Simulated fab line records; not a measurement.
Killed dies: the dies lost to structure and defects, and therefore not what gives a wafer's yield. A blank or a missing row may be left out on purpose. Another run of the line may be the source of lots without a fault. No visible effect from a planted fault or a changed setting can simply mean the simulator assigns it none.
Matching of chambers -- flow nandHarc -- NHARC_A_SGD_CUT_ETCH_58 on rieDiel-05 has 4 sister chambers
The step etches the open film in CF4, target depth 39 nm, time 65 s. 7 wafers are shown with their chamber, then 9 later ones without.

== WAFERS, EACH WITH ITS CHAMBER ==
wafer,chamber,drypumpMotorCurrentA (A),oesProductAu (a.u.)
L078.2,3,6.2,1.005
L085.6,3,6.2,1.005
L087.1,2,5.5,0.990
L087.5,1,6.4,0.984
L089.4,0,6.5,0.992
L089.5,0,6.5,0.994
L089.6,1,6.3,0.987

== WAFERS WITH NO CHAMBER GIVEN ==
wafer,drypumpMotorCurrentA (A),oesProductAu (a.u.)
L093.1,6.4,0.972
L093.2,5.5,0.998
L093.3,6.2,0.976
L091.1,6.4,0.978
L091.3,6.3,0.989
L091.6,5.4,0.998
L097.1,5.4,1.003
L097.2,6.4,0.975
L097.6,6.2,0.985

== CHAMBER TAKEN BY EACH ==
wafer,from the rows above,in truth
L093.1,1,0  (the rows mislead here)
L093.2,2,2
L093.3,1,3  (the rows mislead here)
L091.1,1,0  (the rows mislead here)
L091.3,1,1
L091.6,2,2
L097.1,2,2
L097.2,1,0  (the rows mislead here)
L097.6,1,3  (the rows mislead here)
Correctly placed: 4 of 9. Can't be placed from these rows: 0. Placed wrongly: 5.
How it was worked out, from the rows above alone: a wafer's distance from a chamber is the root of the sum, over the readings, of the square of ((its reading less the chamber's mean) divided by the reading's scatter). If the next closest chamber is less than 2 further off than the closest, the wafer can't be placed; otherwise it belongs to the closest. A chamber's mean is the mean of its shown wafers. How the scatter is found: for the shown wafers, subtract from each reading the mean of its chamber, square and add these, divide the total by (wafers less chambers), then take the root.
